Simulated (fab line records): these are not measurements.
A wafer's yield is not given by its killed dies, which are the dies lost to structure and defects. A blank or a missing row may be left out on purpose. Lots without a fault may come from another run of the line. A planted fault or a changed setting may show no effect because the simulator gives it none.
One fault seen from 3 desks | flow nand harc | every desk sees just its own numbers, and what lay behind them comes last

== AT THE TOOL OWNER'S DESK: rie diel-06 ==
The tool's own readings at NHARC_A_SLIT_ETCH_15 (etches the open film in O2/COS, target depth 3200 nm, time 832 s): means of the sampled wafers that have a number, for each lot that ran on this tool. If a lot's mean is further than 4 standard deviations from the usual mean, the lot is out of limits and carries the mark OUT (the distance appears in the brackets).
Columns: A = chamber pressure mTorr at NHARC_A_SLIT_ETCH_15, usual 20.002 mTorr; B = drypump motor current A at NHARC_A_SLIT_ETCH_15, usual 5.5 A; C = oes product au at NHARC_A_SLIT_ETCH_15, usual 0.996 a.u.; D = rf vpp V at NHARC_A_SLIT_ETCH_15, usual 314.5 V; E = run length s at NHARC_A_SLIT_ETCH_15, usual 853.3 s; F = showerhead plenum p Torr at NHARC_A_SLIT_ETCH_15, usual 3.16 Torr; G = throttle valve pct at NHARC_A_SLIT_ETCH_15, usual 28.329 %
lot  | first seen here | A      | B   | C     | D     | E                       | F    | G
L457 | day 14 20:18    | 19.976 | 5.3 | 0.998 | 313.7 | 852.8                   | 3.14 | 28.325
L459 | day 16 02:53    | 19.992 | 6.4 | 0.993 | 313.8 | 771.6 (-99 or more) OUT | 3.15 | 28.320
L462 | day 16 14:52    | 20.003 | 5.4 | 1.001 | 314.5 | 690.3 (-99 or more) OUT | 3.19 | 28.332
L468 | day 17 14:25    | 20.011 | 4.8 | 0.995 | 312.5 | 730.8 (-99 or more) OUT | 3.09 | 28.346
This desk finds L459, L462, L468 out of limits, L459 being first, at day 16 02:53 (run length s at NHARC_A_SLIT_ETCH_15). L457: within limits.

== THE METROLOGY DESK ==
Means of the sampled wafers that have a number, per lot and without regard to the tool the lot ran on: this is what the gauges read. If a lot's mean is further than 4 standard deviations from the usual mean, the lot is out of limits and carries the mark OUT (the distance appears in the brackets).
Columns: A = cd nm at NHARC_A_SLIT_CD_MEAS_09, usual 299.9 nm; B = overlay x nm at NHARC_A_SLIT_OVL_MEAS_10, usual -0.1 nm; C = overlay y nm at NHARC_A_SLIT_OVL_MEAS_10, usual -0.1 nm
lot  | first seen here | A     | B    | C
L457 | day 14 19:50    | 300.3 | 0.3  | -1.4
L459 | day 16 02:29    | 298.9 | 0.2  | -0.6
L462 | day 16 14:24    | 300.1 | -1.0 | 0.5
L468 | day 17 14:01    | 300.4 | -0.2 | 0.1
L469 | day 18 01:38    | 299.7 | -1.3 | 0.9
L472 | day 19 02:22    | 300.2 | -0.2 | 0.6
L475 | day 19 12:53    | 299.9 | 1.2  | 0.4
This desk's verdict: no lot among the 7 shows anything out of limits.

== THE DEFECT DESK ==
For each lot, the counts of the inspections along the route, averaged over the sampled wafers that have a number. If a lot's mean is further than 4 standard deviations from the usual mean, the lot is out of limits and carries the mark OUT (the distance appears in the brackets).
Columns: A = raw defect count at NHARC_A_SLIT_INSPECT_11, usual 21
lot  | first seen here | A
L457 | day 14 19:57    | 14
L459 | day 16 02:36    | 16
L462 | day 16 14:31    | 12
L468 | day 17 14:08    | 24
L469 | day 18 01:46    | 13
L472 | day 19 02:29    | 14
L475 | day 19 13:01    | 17
This desk's verdict: no lot among the 7 shows anything out of limits.

== BROUGHT TOGETHER ==
An alarm could have come from the tool owner's desk at day 16 02:53, on L459, L462, L468.
At the metrology desk, nothing out of limits was observed.
The defect desk saw nothing out of limits.
The metrology desk has L459, L462, L468 on record, within its limits.
The defect desk has L459, L462, L468 on record, within its limits.
The lots listed all ran NHARC_A_SLIT_ETCH_15 on rie diel-06.

== WHAT HAD BEEN PUT IN BY THE SIMULATOR ==
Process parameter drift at NHARC_A_SLIT_ETCH_15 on rie diel-06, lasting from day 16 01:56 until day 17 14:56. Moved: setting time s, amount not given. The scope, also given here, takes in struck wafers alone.
Shown lots that were struck: L459, L462, L468.
Hours from the fault's start to each desk's first reading out of limits: the tool owner's desk, 1.
